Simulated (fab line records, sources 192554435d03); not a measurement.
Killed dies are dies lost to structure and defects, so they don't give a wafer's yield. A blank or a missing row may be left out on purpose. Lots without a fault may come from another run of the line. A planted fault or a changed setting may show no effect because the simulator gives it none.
Chamber matching | flow n5_finfet | N5_BEOL_M0_SAQP_PECVD_04 on pecvd-01: 3 sister chambers
The step deposits a-Si from SiH4/He, target thk 60 nm, time 60.2 s. 6 wafers are shown with their chamber, then 7 later ones without.

WAFERS WITH THEIR CHAMBER
wafer  | chamber | showerhead_plenum_p_Torr (Torr) | heater_power_w (W)
L972.1 | 0       | 5.66                            | 797
L972.2 | 2       | 5.56                            | 586
L979.4 | 1       | 5.67                            | 772
L979.6 | 2       | 5.53                            | 611
L980.1 | 1       | 5.68                            | 682
L980.4 | 0       | 5.67                            | 774

WAFERS WITHOUT THEIR CHAMBER
wafer  | showerhead_plenum_p_Torr (Torr) | heater_power_w (W)
L980.6 | 5.67                            | 680
L981.3 | 5.68                            | 784
L981.4 | 5.56                            | 668
L981.5 | 5.69                            | 712
L982.3 | 5.55                            | 697
L982.4 | 5.55                            | 674
L982.6 | 5.68                            | 800

WHICH CHAMBER EACH WENT THROUGH
wafer  | from the rows above     | in truth
L980.6 | can't be placed: 1 or 0 | 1
L981.3 | can't be placed: 0 or 1 | 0
L981.4 | 2                       | 2
L981.5 | can't be placed: 1 or 0 | 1
L982.3 | 2                       | 2
L982.4 | 2                       | 2
L982.6 | can't be placed: 0 or 1 | 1
Placed correctly: 3 of 7. Can't be placed from these rows: 4 (the true chamber is among the candidates in 4). Placed wrongly: 0.
How it was worked out, from the rows above alone: a wafer's distance from a chamber is the root of the sum, over the readings, of the square of ((its reading less the chamber's mean) divided by the reading's scatter). The wafer belongs to the nearest chamber; if the next one is less than 2 further off, it can't be placed. A chamber's mean is the mean of its shown wafers. The scatter: the root of (the sum of the squares of (reading less its chamber's mean) over the shown wafers, divided by (wafers less chambers)).
